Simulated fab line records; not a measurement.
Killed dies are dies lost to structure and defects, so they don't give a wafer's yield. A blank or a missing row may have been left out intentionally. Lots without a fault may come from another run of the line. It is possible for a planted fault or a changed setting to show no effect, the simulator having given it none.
Chamber matching | flow n5 finfet | rie diel-03 running N5_BEOL_M5_ETCH_61: 4 sister chambers
The step etches SiARC in CF4, target depth 15.6 nm, time 26 s. 4 wafers are shown with their chamber, then 10 later ones without.

WAFERS PAIRED WITH THEIR CHAMBERS
wafer  | chamber | throttle valve pct (%)
L087.3 | 2       | 15.61
L089.5 | 3       | 15.73
L088.1 | 0       | 16.11
L088.3 | 1       | 15.44

WAFERS MISSING THEIR CHAMBER
wafer  | throttle valve pct (%)
L088.4 | 15.59
L092.1 | 16.11
L092.4 | 15.74
L092.5 | 16.14
L093.1 | 16.11
L093.4 | 15.74
L093.6 | 15.63
L097.2 | 15.77
L097.3 | 16.12
L097.5 | 15.76

WHICH CHAMBER EACH ONE RAN IN
wafer  | from the rows above | in truth
L088.4 | 2                   | 2
L092.1 | 0                   | 0
L092.4 | 3                   | 3
L092.5 | 0                   | 0
L093.1 | 0                   | 0
L093.4 | 3                   | 3
L093.6 | 2                   | 2
L097.2 | 3                   | 3
L097.3 | 0                   | 0
L097.5 | 3                   | 3
10 of 10 placed correctly. Number that these rows cannot place: 0. Wrongly placed: 0.
How it was worked out, from the rows above alone: a wafer's distance from a chamber is the root of the sum, over the readings, of the square of ((its reading less the chamber's mean) divided by the reading's scatter). The wafer belongs to the nearest chamber; if the next one is less than 2 further off, it can't be placed. For every chamber, the mean is computed from those of its wafers that are shown. The scatter (one wafer shown for each chamber): square how far every hidden wafer sits from the nearest shown wafer, average those squares and take the square root.
